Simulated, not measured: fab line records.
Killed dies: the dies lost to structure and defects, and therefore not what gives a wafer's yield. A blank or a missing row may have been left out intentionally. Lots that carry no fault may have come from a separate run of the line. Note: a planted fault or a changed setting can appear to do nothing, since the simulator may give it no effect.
One fault through the eyes of 3 desks / flow n5_finfet / numbers are kept per desk, each desk with only its own; the story behind them comes last

## TOOL OWNER'S DESK, cmp-01
The tool's own readings at N5_BEOL_M13_CMP_49 (polishes, stops on SiOC, t overpolish 17.1 s, target thk 420 nm): means of the sampled wafers that have a number, for each lot that ran on this tool. A lot is out of limits, marked OUT, if its mean lies more than 4 standard deviations from the usual mean; the brackets give that distance.
Columns: A = barrier_field_endpoint_s at N5_BEOL_M13_CMP_49, usual 30.8 s; B = clearing_platen_down_force_psi at N5_BEOL_M13_CMP_49, usual 1.500 psi; C = clearing_platen_rpm at N5_BEOL_M13_CMP_49, usual 50.003 rpm; D = motor_current_A at N5_BEOL_M13_CMP_49, usual 6.4 A; E = overpolish_run_s at N5_BEOL_M13_CMP_49, usual 17.100 s
lot=L390; first seen here=day 15 16:01; A=30.5; B=1.498; C=49.987; D=6.7; E=17.105
lot=L392; first seen here=day 15 18:19; A=31.8; B=1.498; C=49.990; D=5.8; E=17.095
lot=L394; first seen here=day 16 00:20; A=31.3; B=1.501; C=50.013; D=6.3; E=17.100
lot=L396; first seen here=day 16 19:00; A=31.9; B=1.502; C=49.994; D=5.8; E=17.098
Result from this desk: across the 4 lots, nothing is out of limits.

## THE METROLOGY DESK
What the gauges read for every lot (on any tool): the sampled wafers with a number, averaged. A lot is out of limits, marked OUT, if its mean lies more than 4 standard deviations from the usual mean; the brackets give that distance. Of its 13 readings 7 are shown: the one that was out of limits first, and those that lie furthest out on some lot.
Columns: A = DIBL_N at N5_BEOL_M4_RC_MEAS_101, usual 36.8 mV/V; B = DIBL_P at N5_BEOL_M4_RC_MEAS_101, usual 37.1 mV/V; C = ION_N at N5_BEOL_M4_RC_MEAS_101, usual 679 uA/um; D = VT_N at N5_BEOL_M4_RC_MEAS_101, usual 248.8 mV; E = cd_nm at N5_BEOL_M13_CD_MEAS_17, usual 191.9 nm; F = M13_THK at N5_BEOL_M13_THK_MEAS_50, usual 415 nm; G = M13_RS at N5_BEOL_M13_RS_MEAS_54, usual 0.0447 ohm/sq
lot=L383; first seen here=day 10 00:07; A=38.6; B=39.9; C=678; D=246.6; E=191.7; F=926 (+81) OUT; G=0.0182 (-44) OUT
lot=L384; first seen here=day 10 21:23; A=34.5; B=33.3; C=667; D=251.8; E=191.5; F=922 (+81) OUT; G=0.0181 (-44) OUT
lot=L385; first seen here=day 11 00:38; A=37.1; B=40.0; C=674; D=249.3; E=194.3; F=920 (+80) OUT; G=0.0182 (-44) OUT
lot=L391; first seen here=day 12 04:27; A=38.0; B=38.0; C=694; D=245.0; E=191.6; F=413; G=0.0447
lot=L390; first seen here=day 12 05:23; A=35.8; B=36.7; C=677; D=250.2; E=191.7; F=414; G=0.0449
lot=L392; first seen here=day 12 11:42; A=35.3; B=36.0; C=666; D=251.1; E=191.3; F=424; G=0.0441
lot=L394; first seen here=day 13 00:08; A=37.8; B=37.8; C=698; D=248.1; E=192.6; F=417; G=0.0446
lot=L396; first seen here=day 14 02:40; A=37.0; B=36.8; C=674; D=250.4; E=192.4; F=418; G=0.0445
Per this desk, out of limits: L383, L384, L385; the first was L383, day 13 00:59 (M13_THK at N5_BEOL_M13_THK_MEAS_50). Within limits: L391, L390, L392, L394, L396.

## THE DEFECT DESK
For each lot, the counts of the inspections along the route, averaged over the sampled wafers that have a number. A lot is out of limits, marked OUT, if its mean lies more than 4 standard deviations from the usual mean; the brackets give that distance.
Columns: A = raw_defect_count at N5_BEOL_M13_INSPECT_55, usual 69
lot=L383; first seen here=day 13 01:08; A=3154 (+99 or more) OUT
lot=L384; first seen here=day 13 22:35; A=3144 (+99 or more) OUT
lot=L385; first seen here=day 14 16:57; A=3209 (+99 or more) OUT
lot=L390; first seen here=day 15 16:26; A=73
lot=L392; first seen here=day 15 18:44; A=81
lot=L391; first seen here=day 15 21:48; A=34
lot=L394; first seen here=day 16 00:45; A=57
lot=L396; first seen here=day 16 19:28; A=69
Finding of this desk: L383, L384, L385 out of limits; the first was L383 at day 13 01:08, on raw_defect_count at N5_BEOL_M13_INSPECT_55. Within limits: L390, L392, L391, L394, L396.

## ALL TOGETHER
An alarm was possible from the metrology desk at day 13 00:59, on L383, L384, L385.
The defect desk could have raised an alarm at day 13 01:08, on L383, L384, L385.
The tool owner's desk saw nothing out of limits.
The tool owner's desk has no number on record for L383, L384, L385.
Every lot named ran N5_BEOL_M13_CMP_49 on cmp-01.

## WHAT WAS PUT IN BY THE SIMULATOR
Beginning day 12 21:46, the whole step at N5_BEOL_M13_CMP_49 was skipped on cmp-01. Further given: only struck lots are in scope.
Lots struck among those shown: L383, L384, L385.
Hours from the fault's start to each desk's first reading out of limits: the metrology desk, 3; the defect desk, 3.
